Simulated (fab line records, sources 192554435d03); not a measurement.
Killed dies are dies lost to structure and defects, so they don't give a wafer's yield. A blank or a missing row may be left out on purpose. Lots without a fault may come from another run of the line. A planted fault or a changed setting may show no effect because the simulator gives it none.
Problem report in the 8D (eight disciplines) form, filled by code | flow n5_finfet | the parts of the form that need people (team, actions taken, sign-off) are left out

1. THE PROBLEM
IOFF_N at N5_BEOL_M4_RC_MEAS_101 reads a mean of 0.75 nA/um on 6 wafers of 2 lots; wafers without a fault read 0.16 nA/um with a standard deviation of 0.035. That is +17 standard deviations from the usual mean.
First seen on wafer L719.1, day 12 00:25, on prober-02. The record holds 12 wafers of 4 lots with a number at this step. Rule for "out", or "out of limits": more than 4 standard deviations from the usual mean. The other wafers with a number count as sound.

2. WHAT IT IS AND WHAT IT IS NOT
question                    | is                                       | is not
which readings at this step | IOFF_N, CJ_N, IOFF_N_85C, RS_PWELL, SS_N | DIBL_P, IOFF_P, ION_P, SS_P, VT_N, VT_P
which lots                  | L719, L721                               | L729, L732
which wafers of those lots  | all that have a number                   | -
read on which gauges        | prober-02                                | prober-01
when                        | from day 12 00:25                        | up to then (0 sound wafers); but 6 sound wafers of L729, L732 came after

3. SUSPECTS, AND WHAT RULES EACH OUT
Counting: a tool at a process step up to the reading stays a suspect if it ran every lot that is out and no sound lot after the first of them.
- the gauge at N5_BEOL_M4_RC_MEAS_101: ruled out. All the wafers that are out were read on prober-02, but those of them that N5_WELL_APT_IMPLANT_32 has rows for are out there too, on other tools.
- implanter-01 at N5_WELL_APT_IMPLANT_32: ruled out as a lasting fault. Sound lots L732 ran on it after its first lot that is out, L719 (day 4 03:18).
Left after counting: nothing in the record.

4. THE CAUSE (what the simulator had put in)
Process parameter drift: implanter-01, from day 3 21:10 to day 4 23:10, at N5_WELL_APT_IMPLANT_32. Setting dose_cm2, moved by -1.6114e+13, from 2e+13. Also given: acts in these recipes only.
Counting ruled it out, wrongly: the rule takes a fault to strike every lot that its tool runs from its start on, and this one did not.

5. THE CHAIN OF EFFECTS, in route order
Each row: a reading whose mean over the struck wafers that have a number lies more than 3 standard deviations from the usual. Only readings for which the record gives a usual standard deviation are gone through. hours: the time from each lot's start at the first step in this table that gives one to its start at this step, as a median over the lots. sigmas: the change in usual standard deviations.
hours | step                    | reading            | usual          | on struck wafers | change    | sigmas
0     | N5_WELL_APT_IMPLANT_32  | dose_ions_cm2      | 2e+13          | 4e+12            | -2e+13    | -99 or more
0     | N5_WELL_APT_IMPLANT_32  | faraday_current_uA | 255            | 50               | -206      | -40
187   | N5_BEOL_M4_RC_MEAS_101  | CJ_N               | 4.32           | 1.93             | -2.39     | -24
187   | N5_BEOL_M4_RC_MEAS_101  | DIBL_N             | 36.0 mV/V      | 47.1             | +11.1     | +5.1
187   | N5_BEOL_M4_RC_MEAS_101  | IOFF_N             | 0.16 nA/um     | 0.75             | +0.59     | +17
187   | N5_BEOL_M4_RC_MEAS_101  | IOFF_N_85C         | 3.1 nA/um      | 11.2             | +8.1      | +14
187   | N5_BEOL_M4_RC_MEAS_101  | IOFF_N_LONG        | 5.49e-05 nA/um | 4.95e-05         | -5.43e-06 | -3.0
187   | N5_BEOL_M4_RC_MEAS_101  | RS_PWELL           | 3005 ohm/sq    | 3156             | +151      | +6.3
187   | N5_BEOL_M4_RC_MEAS_101  | SS_N               | 71.4 mV/dec    | 82.5             | +11.1     | +16
296   | N5_PASSIVATION_PROBE_49 | sort_bin_4_leakage | 0.00 %         | 59.77            | +59.77    | +99 or more
296   | N5_PASSIVATION_PROBE_49 | sort_n_pass        | 1077           | 374              | -702      | -41
296   | N5_PASSIVATION_PROBE_49 | sort_yield_pct     | 91.2 %         | 31.7             | -59.5     | -42
The process steps in it:
- N5_WELL_APT_IMPLANT_32
- N5_PASSIVATION_PROBE_49

6. WHAT WOULD HAVE CAUGHT IT SOONER
In this record the first reading out of limits at a measuring or inspecting step was taken at day 12 00:25, 195 hours after the fault began at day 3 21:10.
The tool's own readings at N5_WELL_APT_IMPLANT_32 were out on every struck wafer that the step has a row for (dose_ions_cm2, faraday_current_uA): an alarm limit on them would have fired on the first of those.
